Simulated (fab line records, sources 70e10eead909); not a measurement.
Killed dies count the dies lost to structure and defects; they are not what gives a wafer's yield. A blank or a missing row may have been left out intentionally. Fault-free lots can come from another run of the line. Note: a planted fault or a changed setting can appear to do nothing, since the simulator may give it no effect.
Which tool is to blame? ; flow nandHarc ; 14 lots with 42 wafers sampled at 4 steps, on a route of 1159 steps

WHAT THE GAUGES SHOWED, per wafer
NHARC_THIN_TSV_CD_MEAS_37.
lot;measured;on;cdNm (nm)
L527;day 19 20:19;cdSem-02;5004 5001 5004
L528;day 19 21:42;cdSem-03;5001 5001 5001
L529;day 20 02:58;cdSem-03;4999 4997 4998
L530;day 21 06:23;cdSem-02;5004 4999 5005
L533;day 21 07:29;cdSem-02;4992 4994 4996
L531;day 21 08:23;cdSem-02;5000 5000 5000
L534;day 21 14:11;cdSem-02;5003 4999 5004
L532;day 21 19:14;cdSem-02;4996 4998 4998
L535;day 21 23:53;cdSem-03;4994 4997 4995
L540;day 23 03:02;cdSem-03;5000 5002 5000
L541;day 23 16:28;cdSem-02;4997 4994 4997
L545;day 23 20:10;cdSem-03;5002 4999 5004
L542;day 24 00:29;cdSem-02;5003 5002 5000
L546;day 24 13:43;cdSem-01;4999 4999 5002

WHAT TOOL EACH LOT RAN ON (gives the tool, then ch and the chambers of the sampled wafers, and finally the start)
lot;NHARC_THIN_TSV_ETCH_44;NHARC_THIN_TSV_CMP_21;NHARC_THIN_TSV_ETCH_59
L527;rieDiel-10 ch 1,2,3, day 19 13:02;cmp-04 ch 1,2,3, day 19 17:14;rieMetal-01 ch 0,1, day 19 19:10
L528;rieDiel-10 ch 0,2, day 19 14:22;cmp-04 ch 0,1,2, day 19 18:51;rieMetal-03 ch 0,1, day 19 20:33
L529;rieDiel-02 ch 1,3, day 19 19:31;cmp-03 ch 1,2,3, day 19 23:58;rieMetal-02 ch 1, day 20 01:51
L530;rieDiel-02 ch 1,2,3, day 20 22:55;cmp-02 ch 1,2,3, day 21 03:22;rieMetal-01 ch 0,1, day 21 05:15
L533;rieDiel-02 ch 0,2, day 21 00:10;cmp-02 ch 0,1, day 21 04:23;rieMetal-02 ch 0,1, day 21 06:19
L531;rieDiel-07 ch 0,2, day 21 01:23;cmp-02 ch 0,2,3, day 21 05:28;rieMetal-03 ch 0, day 21 07:14
L534;rieDiel-02 ch 0,3, day 21 07:05;cmp-03 ch 0,2,3, day 21 11:08;rieMetal-03 ch 0,1, day 21 13:01
L532;rieDiel-10 ch 1,2,3, day 21 12:05;cmp-04 ch 2,3, day 21 16:12;rieMetal-01 ch 0,1, day 21 18:07
L535;rieDiel-02 ch 0,1, day 21 16:49;cmp-02 ch 0,2,3, day 21 20:51;rieMetal-02 ch 0,1, day 21 22:46
L540;rieDiel-10 ch 0,3, day 22 19:50;cmp-03 ch 0,1,3, day 23 00:01;rieMetal-03 ch 0,1, day 23 01:53
L541;rieDiel-02 ch 0,2,3, day 23 08:51;cmp-02 ch 0,1, day 23 13:14;rieMetal-02 ch 0,1, day 23 15:02
L545;rieDiel-07 ch 0,3, day 23 12:31;cmp-04 ch 1,3, day 23 17:14;rieMetal-01 ch 0,1, day 23 19:04
L542;rieDiel-10 ch 0,1,2, day 23 16:58;cmp-02 ch 0,2,3, day 23 21:24;rieMetal-02 ch 0,1, day 23 23:20
L546;rieDiel-07 ch 0,2, day 24 06:41;cmp-04 ch 2,3, day 24 10:41;rieMetal-01 ch 0,1, day 24 12:37
- NHARC_THIN_TSV_ETCH_44: etches the open film in CF4/O2, target depth 1594.2 nm, time 797.1 s.
- NHARC_THIN_TSV_CMP_21: polishes, t overpolish 30 s, target thk 2000 nm.
- NHARC_THIN_TSV_ETCH_59: etches the open film in Cl2/BCl3, target depth 880 nm, time 138.1 s.

WHAT THE TOOLS THEMSELVES READ (means of the sampled wafers that have a number; where no wafer has one, the mark that the record gives instead)
NHARC_THIN_TSV_ETCH_44.
lot;tool;drypumpMotorCurrentA (A);oesProductAu (a.u.);rfVppV (V);runLengthS (s);showerheadPlenumPTorr (Torr);throttleValvePct (%)
L527;rieDiel-10;5.9;0.998;794;818.2;1.83;16.914
L528;rieDiel-10;6.2;0.999;795;818.0;1.84;16.921
L529;rieDiel-02;5.9;0.998;790;818.7;1.75;16.916
L530;rieDiel-02;5.7;0.996;794;818.7;1.82;16.914
L533;rieDiel-02;5.3;1.001;796;819.1;1.86;16.912
L531;rieDiel-07;5.6;1.009;790;818.5;1.76;16.910
L534;rieDiel-02;5.3;1.004;791;818.4;1.79;16.918
L532;rieDiel-10;6.0;1.009;794;818.2;1.82;16.911
L535;rieDiel-02;5.8;0.994;788;818.8;1.73;16.910
L540;rieDiel-10;5.8;1.001;791;818.3;1.76;16.925
L541;rieDiel-02;5.3;1.002;794;818.7;1.82;16.920
L545;rieDiel-07;5.7;0.996;788;818.0;1.74;16.915
L542;rieDiel-10;5.9;0.996;792;818.5;1.80;16.915
L546;rieDiel-07;5.6;0.995;790;818.8;1.78;16.915

NHARC_THIN_TSV_CMP_21.
lot;tool;motorCurrentA (A);overpolishRunS (s)
L527;cmp-04;12.0;29.999
L528;cmp-04;12.0;30.006
L529;cmp-03;12.1;29.994
L530;cmp-02;12.0;30.001
L533;cmp-02;11.6;30.005
L531;cmp-02;11.7;29.989
L534;cmp-03;11.5;30.000
L532;cmp-04;11.6;29.997
L535;cmp-02;11.6;30.005
L540;cmp-03;12.7;29.999
L541;cmp-02;11.7;29.990
L545;cmp-04;11.9;30.006
L542;cmp-02;11.7;30.001
L546;cmp-04;11.3;29.997

NHARC_THIN_TSV_ETCH_59.
lot;tool;bcl3FlowSccm (sccm);drypumpMotorCurrentA (A);oesProductAu (a.u.);runLengthS (s);throttleValvePct (%)
L527;rieMetal-01;30.11;5.59;1.002;159.8;22.260
L528;rieMetal-03;29.91;5.93;0.999;158.5;22.254
L529;rieMetal-02;30.08;5.91;0.996;159.2;22.254
L530;rieMetal-01;29.99;5.59;1.015;159.8;22.265
L533;rieMetal-02;29.99;5.82;0.998;159.1;22.258
L531;rieMetal-03;29.94;6.23;1.006;159.0;22.263
L534;rieMetal-03;30.07;5.96;1.008;158.6;22.267
L532;rieMetal-01;29.85;5.59;0.998;159.6;22.272
L535;rieMetal-02;30.01;5.78;0.996;159.1;22.259
L540;rieMetal-03;29.96;6.08;1.006;158.9;22.264
L541;rieMetal-02;29.96;5.77;0.988;154.9;22.262
L545;rieMetal-01;30.00;5.58;1.000;159.6;22.260
L542;rieMetal-02;29.90;5.77;0.994;150.5;22.259
L546;rieMetal-01;29.94;5.58;1.000;159.8;22.263

THE ANSWER, worked out from the rows above alone
Rule: usual is defined by the lots themselves. The widest of any qualifying gaps counts: lots, ordered by their means at a reading, are off when they make up no more than a third of the lots, leave a main group of 4 or more, and stand apart from it by 3 or more times the standard deviation of that group's means. Not used: any main group whose means are identical at the precision the tables above print for the reading. A lot without any number at a reading at which 4 lots or more have one is off too. Any other lot the step has rows for is counted as sound. After the gauges, taken in route order, come the tools' own readings; for these a lot's mean is taken, as printed above. At the first step where some lot is off, the reading lying furthest off is the one used; lots without a number count as furthest.
Off: L541, L542 (NHARC_THIN_TSV_ETCH_59, runLengthS). For the main group the mean is 159.2 s and the standard deviation 0.44.
A tool fits if, at that step or a process step before it, it ran every lot that is off, and no sound lot after the first of them. 2 tools fit, cmp-02 at NHARC_THIN_TSV_CMP_21 and rieMetal-02 at NHARC_THIN_TSV_ETCH_59, so this cannot tell which one it is.

WHAT THE SIMULATOR HAD INSERTED
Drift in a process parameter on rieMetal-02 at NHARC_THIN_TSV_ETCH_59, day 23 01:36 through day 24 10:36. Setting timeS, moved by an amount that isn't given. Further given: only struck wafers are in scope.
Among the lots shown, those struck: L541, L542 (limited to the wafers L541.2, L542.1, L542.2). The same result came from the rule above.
